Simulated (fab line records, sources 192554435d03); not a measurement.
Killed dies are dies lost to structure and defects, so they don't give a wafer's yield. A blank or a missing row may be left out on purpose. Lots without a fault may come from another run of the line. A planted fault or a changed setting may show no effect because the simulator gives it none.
Split-lot experiment | flow n5_finfet | 7 lots, 21 wafers read, on a route of 1938 steps

THE SPLIT
At N5_WELL_APT_COAT_02 (resist thk 950 nm), the setting spin_rpm was moved away from the recipe's 1357 rpm on 8 of the 21 wafers read, by -3.7% to +9.7%. The other wafers ran this setting at the recipe's value.

The reading is taken at the split's own step.

THE READING
coat_of_WELL_APT_COAT_02.thk_nm (the simulator's own value, which no gauge read), in nm, at N5_WELL_APT_COAT_02 (resist thk 950 nm). The file gives no usual value for it. The 13 wafers here that ran the recipe average 950.8 nm, standard deviation 3.2 nm.

wafer  | tool, chamber at the split | spin_rpm as run, rpm | against the recipe | coat_of_WELL_APT_COAT_02.thk_nm, nm | against lot-mates on the recipe
L074.1 | litho_track-03, 0          | 1357                 | recipe             | 955.4                               | -
L074.2 | litho_track-03, 0          | 1401                 | +3.2%              | 938                                 | -17.4
L074.4 | litho_track-03, 0          | 1401                 | +3.2%              | 940                                 | -15.4
L076.1 | litho_track-04, 0          | 1357                 | recipe             | 949.5                               | -
L076.3 | litho_track-04, 0          | 1460                 | +7.6%              | 918                                 | -31.5
L076.4 | litho_track-04, 0          | 1460                 | +7.6%              | 917.3                               | -32.2
L078.2 | litho_track-03, 0          | 1307                 | -3.7%              | 969.2                               | +13.5
L078.3 | litho_track-03, 0          | 1357                 | recipe             | 954.2                               | -
L078.4 | litho_track-03, 0          | 1357                 | recipe             | 957.2                               | -
L082.3 | litho_track-04, 0          | 1357                 | recipe             | 952.9                               | -
L082.5 | litho_track-04, 0          | 1357                 | recipe             | 947.5                               | -
L082.6 | litho_track-04, 0          | 1461                 | +7.7%              | 917                                 | -33.2
L089.1 | litho_track-03, 0          | 1357                 | recipe             | 949                                 | -
L089.2 | litho_track-03, 0          | 1357                 | recipe             | 948.1                               | -
L089.5 | litho_track-03, 0          | 1357                 | recipe             | 947.7                               | -
L090.1 | litho_track-04, 0          | 1357                 | recipe             | 953.3                               | -
L090.4 | litho_track-04, 0          | 1357                 | recipe             | 950.1                               | -
L090.6 | litho_track-04, 0          | 1357                 | recipe             | 948.1                               | -
L094.2 | litho_track-03, 0          | 1489                 | +9.7%              | 904.4                               | -43.5
L094.4 | litho_track-03, 0          | 1357                 | recipe             | 947.9                               | -
L094.5 | litho_track-03, 0          | 1489                 | +9.7%              | 904.8                               | -43.1

THE FIT
A straight line over all 21 wafers: coat_of_WELL_APT_COAT_02.thk_nm changes by -4.59 nm for each +1% of spin_rpm; r = -0.99; the points scatter about the line by 2.9 nm.
The same after taking each lot's own level away (the mean of its wafers on the recipe; 21 wafers): -4.32 nm for each +1%; r = -1.00; scatter 1.7 nm.
On that fit, the largest move of spin_rpm shifts the reading by 42 nm.
The lots' own levels span 947.90 to 955.70 nm, that is 2.4 times the standard deviation above.
So the lot-to-lot level changes the slope little: the two slopes agree.
Check: with one of the wafers moved furthest among these (+9.7%) left out of the fit, the line predicts -42.1 nm for it against its lot-mates. It came out at -43.5 nm against them.

OTHER SPLITS ON THESE WAFERS
These wafers also went through other splits before the reading. Each is held against what the fit with the lots' levels taken away leaves over:
other split on the same wafers          | wafers away from the commonest value | r with coat_of_WELL_APT_COAT_02.thk_nm (lot level and that fit taken away)
N5_ZERO_LAYER_EXPOSE_08 dose_mj         | 8                                    | +0.24
N5_ZERO_LAYER_DEVELOP_10 develop_time_s | 1                                    | -0.09

THE FILE'S OWN FIT
coat_of_WELL_APT_COAT_02.thk_nm changes by -4.34 nm for each +1% of spin_rpm, r = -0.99.
